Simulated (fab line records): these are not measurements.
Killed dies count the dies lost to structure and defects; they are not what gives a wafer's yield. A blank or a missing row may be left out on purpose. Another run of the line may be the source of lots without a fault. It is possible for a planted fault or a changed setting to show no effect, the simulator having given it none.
Comparing a struck lot with a sound one ; flow n5Finfet ; 14 out of 1938 route steps
Sound: wafers L321.2, L321.3, L321.6. The struck wafers were L332.1, L332.4, L332.6. The cause is given at the end.
Each step with rows lists, per side, the tool, then ch with its chambers, then its first start. Under that, the readings that differ: sound wafers ; struck wafers ; difference of the means ; sigmas: that difference in standard deviations of wafers without a fault.
alike: same words and numbers on both sides, and readings whose means sit less than 2 such deviations apart. not compared: any withheld reading, any reading some wafer has no value for, any bound like >300 that may hide the same value, and any number with overlapping values for which the record gives no deviation.
The two part at a step that has a row with sigmas, a row that says differs or no value, or rows on one side only. Numbers that have no deviation but don't overlap get no sigmas and don't part them. Lack of a reading on every wafer of one side parts them only where that side has two or more wafers.

first, 6 steps without rows for these wafers: N5_MIM_BOT_LITHO_EBR_04; N5_MIM_BOT_LITHO_SOFTBAKE_03 (time 90 s); N5_MIM_BOT_LITHO_EXPOSE_05 (exposes mask MIM BOT); N5_MIM_BOT_LITHO_PEB_06; N5_MIM_BOT_LITHO_DEVELOP_07 (develop time 60 s); N5_MIM_BOT_LITHO_HARDBAKE_09 (time 120 s).
N5_MIM_BOT_LITHO_CD_MEAS_08: target cd 3000 nm.
  sound on cdSem-01 ch 0, day 11 15:47; struck on cdSem-02 ch 0, day 14 12:20
  alike: cdNm
N5_MIM_BOT_LITHO_OVL_MEAS_11:
  sound on overlay-01 ch 0, day 11 15:49; struck on overlay-01 ch 0, day 14 12:22
  alike: MIM_BOT_OVL
N5_MIM_BOT_LITHO_INSPECT_12: inspects for defects (macro).
  sound on defectInspect-01 at day 11 15:50; struck on defectInspect-02 at day 14 12:23
  alike: rawDefectCount
N5_MIM_BOT_LITHO_DESCUM_10: chemistry O2, time 7.9 s.
  sound on rieDiel-06 ch 0,1,2, day 11 16:04; struck on rieDiel-06 ch 0,3, day 14 12:26
reading;sound;struck;difference;sigmas
oesProductAu (a.u.);0.69 0.86 0.81;0.96 0.94 0.97;+0.17;+2
  alike: biasPowerW, drypumpMotorCurrentA, o2FlowSccm, rfVppV, showerheadPlenumPTorr, tempC, throttleValvePct
  not compared: rfHoursCounterH
N5_MIM_BOT_ETCH_ETCH_04: etches SiNx in CF4/O2, target depth 26 nm, time 13 s.
  sound on rieDiel-06 ch 0,1,2, day 11 16:07; struck on rieDiel-06 ch 0,3, day 14 12:29
reading;sound;struck;difference;sigmas
oes_f_703_au (a.u.);0.70 0.85 0.79;0.98 0.93 0.98;+0.18;+3
oesProductAu (a.u.);0.70 0.86 0.81;1.00 0.95 0.98;+0.19;+3
  alike: biasW, drypumpMotorCurrentA, rfVppV, showerheadPlenumPTorr, throttleValvePct
  not compared: rfHoursCounterH
N5_MIM_BOT_ETCH_ETCH_03: etches the open film in Cl2/BCl3, target depth 12 nm.
  sound on rieMetal-03 ch 0,1, day 11 16:13; struck on rieMetal-01 ch 0, day 14 12:35
  alike: biasW, drypumpMotorCurrentA, oesProductAu, throttleValvePct
  not compared: rfHoursCounterH
N5_MIM_BOT_ETCH_ETCH_00: etches TiN in Cl2/BCl3, target depth 45.5 nm.
  sound on rieMetal-03 ch 0,1, day 11 16:18; struck on rieMetal-01 ch 0, day 14 12:40
reading;sound;struck;difference;sigmas
biasW (W);126.4 126.5 125.7;162.2 162.0 162.5;+36.0;+99 or more
model.etch.depthNm (nm);46.82 47.04 46.39;49.29 49.35 49.58;+2.66;
  alike: drypumpMotorCurrentA, oesProductAu, throttleValvePct
  not compared: rfHoursCounterH
N5_MIM_BOT_ETCH_STRIP_01: strips in O2.
  sound on rieDiel-06 ch 0,1,2, day 11 16:26; struck on rieDiel-04 ch 2,3, day 14 12:49
  alike: drypumpMotorCurrentA, o2FlowSccm, oesProductAu, rfVppV, showerheadPlenumPTorr, tempC, throttleValvePct
  not compared: rfHoursCounterH

WHERE THEY PART
Last at N5_MIM_BOT_ETCH_ETCH_00 as far as this record goes, first at N5_MIM_BOT_LITHO_DESCUM_10. Later steps at which nothing parts them and some readings are alike: N5_MIM_BOT_ETCH_STRIP_01.

WHY: what the simulator had put in
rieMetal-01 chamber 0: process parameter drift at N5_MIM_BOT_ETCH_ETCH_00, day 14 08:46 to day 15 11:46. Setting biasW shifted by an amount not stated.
